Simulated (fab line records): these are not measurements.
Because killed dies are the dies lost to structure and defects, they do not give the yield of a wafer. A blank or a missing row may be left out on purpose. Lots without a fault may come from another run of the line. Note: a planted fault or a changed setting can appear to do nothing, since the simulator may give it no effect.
Shared-tool check | flow nandHarc | Sample size 3 lots and 9 wafers

## WHAT PROMPTED THE OPENING
At NHARC_END_SORT_01 the reading killedAtArray is flagged on 3 of 3 lots. Wafers without a fault read 59, standard deviation 17.
Rule: flag the lot when none of its wafers has a number, or when each of its wafers that has one lies beyond 4 standard deviations from that mean. The other lots count as sound.

lot  | measured     | on        | killedAtArray, wafer by wafer | flag
L932 | day 30 04:32 | prober-02 | 673 673 673                   | FLAGGED
L934 | day 30 13:58 | prober-01 | 667 665 670                   | FLAGGED
L935 | day 30 20:09 | prober-01 | 676 674 668                   | FLAGGED
The numbers of the flagged lots are 671 on average: +612 against the usual, or +36 standard deviations.

## WHICH TOOL EACH LOT WENT THROUGH
The record holds 3 process steps before the reading, out of a route of 1302 steps. Each cell gives the tool, then ch followed by the chambers the sampled wafers passed through, then the start.
lot  | flag    | NHARC_A_CHANNEL_FILL_D2_ALD_03               | NHARC_A_CHANNEL_FILL_D2_ETCHBACK_20 | NHARC_A_CHANNEL_FILL_D2_ALD_25
L932 | FLAGGED | aldSinBatch-01 ch 0, day 20 03:44 or earlier | rieDiel-11 ch 0,1,3, day 20 03:44   | aldHk-01 ch 0,2, day 20 17:29
L934 | FLAGGED | aldSinBatch-02 ch 0, day 20 15:46 or earlier | rieDiel-12 ch 0,1,2, day 20 15:46   | aldHk-02 ch 2,3, day 21 04:44
L935 | FLAGGED | aldSinBatch-02 ch 0, day 20 15:46 or earlier | rieDiel-08 ch 0,1, day 20 15:46     | aldHk-01 ch 0,1, day 21 06:35
What is done by these steps:
- NHARC_A_CHANNEL_FILL_D2_ALD_03: deposits SiNx, target thk 6 nm, pulse time 60 s, ald cycles 58.
- NHARC_A_CHANNEL_FILL_D2_ETCHBACK_20: etches the open film in C4F8/O2/Ar, target depth 27 nm, time 13.5 s.
- NHARC_A_CHANNEL_FILL_D2_ALD_25: deposits SiOx, target thk 60 nm, pulse time 10 s, ald cycles 600.
- NHARC_END_SORT_01

## FLAGGED AGAINST TOTAL, ONE TOOL AT A TIME (gauges that did the reading follow at the end)
step                                | tool           | lots run | flagged | share of the flagged lots | sound lots run after its first flagged lot
NHARC_A_CHANNEL_FILL_D2_ALD_03      | aldSinBatch-01 | 1        | 1       | some                      | 0
NHARC_A_CHANNEL_FILL_D2_ALD_03      | aldSinBatch-02 | 2        | 2       | some                      | 0
NHARC_A_CHANNEL_FILL_D2_ETCHBACK_20 | rieDiel-08     | 1        | 1       | some                      | 0
NHARC_A_CHANNEL_FILL_D2_ETCHBACK_20 | rieDiel-11     | 1        | 1       | some                      | 0
NHARC_A_CHANNEL_FILL_D2_ETCHBACK_20 | rieDiel-12     | 1        | 1       | some                      | 0
NHARC_A_CHANNEL_FILL_D2_ALD_25      | aldHk-01       | 2        | 2       | some                      | 0
NHARC_A_CHANNEL_FILL_D2_ALD_25      | aldHk-02       | 1        | 1       | some                      | 0
NHARC_END_SORT_01                   | prober-01      | 2        | 2       | some                      | 0
NHARC_END_SORT_01                   | prober-02      | 1        | 1       | some                      | 0
NHARC_A_CHANNEL_FILL_D2_ALD_03: start missing for some lots; hours and lot order therefore follow NHARC_A_CHANNEL_FILL_D2_ETCHBACK_20.

## THE TABLE: WHAT IT ALLOWS
No row of the table ran every flagged lot.

## WHAT THE SIMULATOR HAD PUT IN
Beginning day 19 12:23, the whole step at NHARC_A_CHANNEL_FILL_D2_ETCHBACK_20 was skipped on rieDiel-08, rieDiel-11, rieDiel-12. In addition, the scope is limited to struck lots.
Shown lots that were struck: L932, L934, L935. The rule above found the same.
